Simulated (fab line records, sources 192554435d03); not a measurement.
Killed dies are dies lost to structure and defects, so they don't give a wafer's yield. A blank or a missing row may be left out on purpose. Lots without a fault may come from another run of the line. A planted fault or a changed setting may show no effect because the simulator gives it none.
Split-lot experiment | flow n5_finfet | 7 lots, 39 wafers read, on a route of 1938 steps

THE SPLIT
At N5_MIM_TOP_ETCH_PECVD_03 (deposits SiNx from SiH4/NH3/N2, target thk 20 nm, time 17.6 s), the setting time_s was moved away from the recipe's 17.6 s on 12 of the 39 wafers read, by -53.2% to +58.7%. The other wafers ran this setting at the recipe's value.

The reading is taken at the split's own step.

THE READING
SiNx_of_MIM_TOP_ETCH_PECVD_03.thk_nm (the simulator's own value, which no gauge read), in nm, at N5_MIM_TOP_ETCH_PECVD_03 (deposits SiNx from SiH4/NH3/N2, target thk 20 nm, time 17.6 s). The file gives no usual value for it. The 27 wafers here that ran the recipe average 20.0 nm, standard deviation 0.25 nm.

wafer  | tool, chamber at the split | time_s as run, s | against the recipe | SiNx_of_MIM_TOP_ETCH_PECVD_03.thk_nm, nm | against lot-mates on the recipe
L075.1 | pecvd-02, 0,2              | 17.6             | recipe             | 19.6                                     | -
L075.3 | pecvd-02, 0,2              | 17.6             | recipe             | 19.6                                     | -
L075.2 | pecvd-02, 1                | 17.6             | recipe             | 19.8                                     | -
L075.4 | pecvd-02, 1                | 17.6             | recipe             | 20.4                                     | -
L075.5 | pecvd-02, 0,2              | 17.6             | recipe             | 20                                       | -
L075.6 | pecvd-02, 0,2              | 17.6             | recipe             | 20                                       | -
L081.1 | pecvd-02, 0,2              | 12.2             | -30.7%             | 13.6                                     | -6.1
L081.4 | pecvd-02, 0,2              | 12.2             | -30.7%             | 13.6                                     | -6.1
L081.2 | pecvd-02, 2                | 17.6             | recipe             | 19.4                                     | -
L081.3 | pecvd-02, 1,0              | 17.6             | recipe             | 19.8                                     | -
L081.6 | pecvd-02, 1,0              | 17.6             | recipe             | 19.8                                     | -
L081.5 | pecvd-02, 1                | 12.2             | -30.7%             | 13.8                                     | -5.9
L080.1 | pecvd-03, 0,2,1            | 17.6             | recipe             | 20                                       | -
L080.2 | pecvd-03, 0,2,1            | 17.6             | recipe             | 20                                       | -
L080.3 | pecvd-03, 0,2,1            | 17.6             | recipe             | 20                                       | -
L080.4 | pecvd-03, 2                | 27.94            | +58.7%             | 32.2                                     | +12.2
L080.5 | pecvd-03, 1,0              | 27.94            | +58.7%             | 32                                       | +12.0
L080.6 | pecvd-03, 1,0              | 27.94            | +58.7%             | 32                                       | +12.0
L094.1 | pecvd-01, 1                | 17.6             | recipe             | 20.2                                     | -
L094.4 | pecvd-01, 1                | 17.6             | recipe             | 20.2                                     | -
L094.5 | pecvd-01, 0                | 17.6             | recipe             | 20.4                                     | -
L093.1 | pecvd-01, 1                | 17.6             | recipe             | 19.8                                     | -
L093.2 | pecvd-01, 0,1              | 17.6             | recipe             | 20.2                                     | -
L093.5 | pecvd-01, 0,1              | 17.6             | recipe             | 20.2                                     | -
L093.3 | pecvd-01, 2                | 8.235            | -53.2%             | 9.2                                      | -10.9
L093.4 | pecvd-01, 2                | 8.235            | -53.2%             | 9.6                                      | -10.5
L093.6 | pecvd-01, 0                | 8.235            | -53.2%             | 9.4                                      | -10.7
L096.1 | pecvd-03, 1,0              | 21.68            | +23.2%             | 24.6                                     | +4.6
L096.6 | pecvd-03, 1,0              | 21.68            | +23.2%             | 24.6                                     | +4.6
L096.2 | pecvd-03, 2                | 17.6             | recipe             | 19.8                                     | -
L096.3 | pecvd-03, 0                | 21.68            | +23.2%             | 24.4                                     | +4.4
L096.4 | pecvd-03, 1                | 17.6             | recipe             | 20.2                                     | -
L096.5 | pecvd-03, 2                | 17.6             | recipe             | 20                                       | -
L097.1 | pecvd-03, 1,2              | 17.6             | recipe             | 20                                       | -
L097.5 | pecvd-03, 1,2              | 17.6             | recipe             | 20                                       | -
L097.2 | pecvd-03, 0                | 17.6             | recipe             | 19.6                                     | -
L097.3 | pecvd-03, 2,0              | 17.6             | recipe             | 19.8                                     | -
L097.6 | pecvd-03, 2,0              | 17.6             | recipe             | 19.8                                     | -
L097.4 | pecvd-03, 1                | 17.6             | recipe             | 20.2                                     | -
Where a row lists several chambers, the file gives one row for several wafers and doesn't say which wafer went through which chamber.

THE FIT
A straight line over all 39 wafers: SiNx_of_MIM_TOP_ETCH_PECVD_03.thk_nm changes by +0.203 nm for each +1% of time_s; r = +1.00; the points scatter about the line by 0.24 nm.
The same after taking each lot's own level away (the mean of its wafers on the recipe; 39 wafers): +0.202 nm for each +1%; r = +1.00; scatter 0.2 nm.
On that fit, the largest move of time_s shifts the reading by 12 nm.
The lots' own levels span 19.67 to 20.27 nm, that is 2.4 times the standard deviation above.
So the lot-to-lot level changes the slope little: the two slopes agree.
Check: with one of the wafers moved furthest among these (+58.7%) left out of the fit, the line predicts +11.8 nm for it against its lot-mates. It came out at +12.2 nm against them.

OTHER SPLITS ON THESE WAFERS
These wafers also went through other splits before the reading. Each is held against what the fit with the lots' levels taken away leaves over:
other split on the same wafers      | wafers away from the commonest value | r with SiNx_of_MIM_TOP_ETCH_PECVD_03.thk_nm (lot level and that fit taken away)
N5_BEOL_M14_ILD_DEP_00 target_thk_a | 15                                   | +0.18

THE FILE'S OWN FIT
SiNx_of_MIM_TOP_ETCH_PECVD_03.thk_nm changes by +0.202 nm for each +1% of time_s, r = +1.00.
